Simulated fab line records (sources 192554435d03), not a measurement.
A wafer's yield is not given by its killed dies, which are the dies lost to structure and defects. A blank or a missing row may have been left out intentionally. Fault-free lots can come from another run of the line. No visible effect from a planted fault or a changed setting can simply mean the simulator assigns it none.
Chamber matching || flow n5 finfet || N5_MIM_TOP_LITHO_DESCUM_10 on rie diel-01 has 4 sister chambers
The step chemistry O2, time 7.9 s. 4 wafers are shown with their chamber, then 9 later ones without.

## WAFERS PAIRED WITH THEIR CHAMBERS
{"wafer": "L082.1", "chamber": 1, "throttle valve pct (%)": 20.67}
{"wafer": "L084.1", "chamber": 3, "throttle valve pct (%)": 20.09}
{"wafer": "L084.3", "chamber": 0, "throttle valve pct (%)": 20.43}
{"wafer": "L084.5", "chamber": 2, "throttle valve pct (%)": 19.98}

## WAFERS WITHOUT THEIR CHAMBER
{"wafer": "L086.3", "throttle valve pct (%)": 20.09}
{"wafer": "L086.5", "throttle valve pct (%)": 20.43}
{"wafer": "L086.6", "throttle valve pct (%)": 20.10}
{"wafer": "L092.3", "throttle valve pct (%)": 20.45}
{"wafer": "L092.5", "throttle valve pct (%)": 20.69}
{"wafer": "L092.6", "throttle valve pct (%)": 20.01}
{"wafer": "L096.1", "throttle valve pct (%)": 20.71}
{"wafer": "L096.5", "throttle valve pct (%)": 20.48}
{"wafer": "L096.6", "throttle valve pct (%)": 20.70}

## WHICH CHAMBER EACH ONE RAN IN
{"wafer": "L086.3", "from the rows above": 3, "in truth": 3}
{"wafer": "L086.5", "from the rows above": 0, "in truth": 0}
{"wafer": "L086.6", "from the rows above": 3, "in truth": 3}
{"wafer": "L092.3", "from the rows above": 0, "in truth": 0}
{"wafer": "L092.5", "from the rows above": 1, "in truth": 1}
{"wafer": "L092.6", "from the rows above": "can't be placed: 2 or 3", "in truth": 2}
{"wafer": "L096.1", "from the rows above": 1, "in truth": 1}
{"wafer": "L096.5", "from the rows above": 0, "in truth": 0}
{"wafer": "L096.6", "from the rows above": 1, "in truth": 1}
Placed correctly: 8 of 9. Unplaceable from these rows: 1, with the true chamber sitting among the candidates in 1. 0 placed wrongly.
How it was worked out, from the rows above alone: a wafer's distance from a chamber is the root of the sum, over the readings, of the square of ((its reading less the chamber's mean) divided by the reading's scatter). If the next closest chamber is less than 2 further off than the closest, the wafer can't be placed; otherwise it belongs to the closest. A chamber's mean is the mean of its shown wafers. The scatter: root of mean squared gap, hidden wafer to nearest shown wafer, with one shown wafer a chamber.
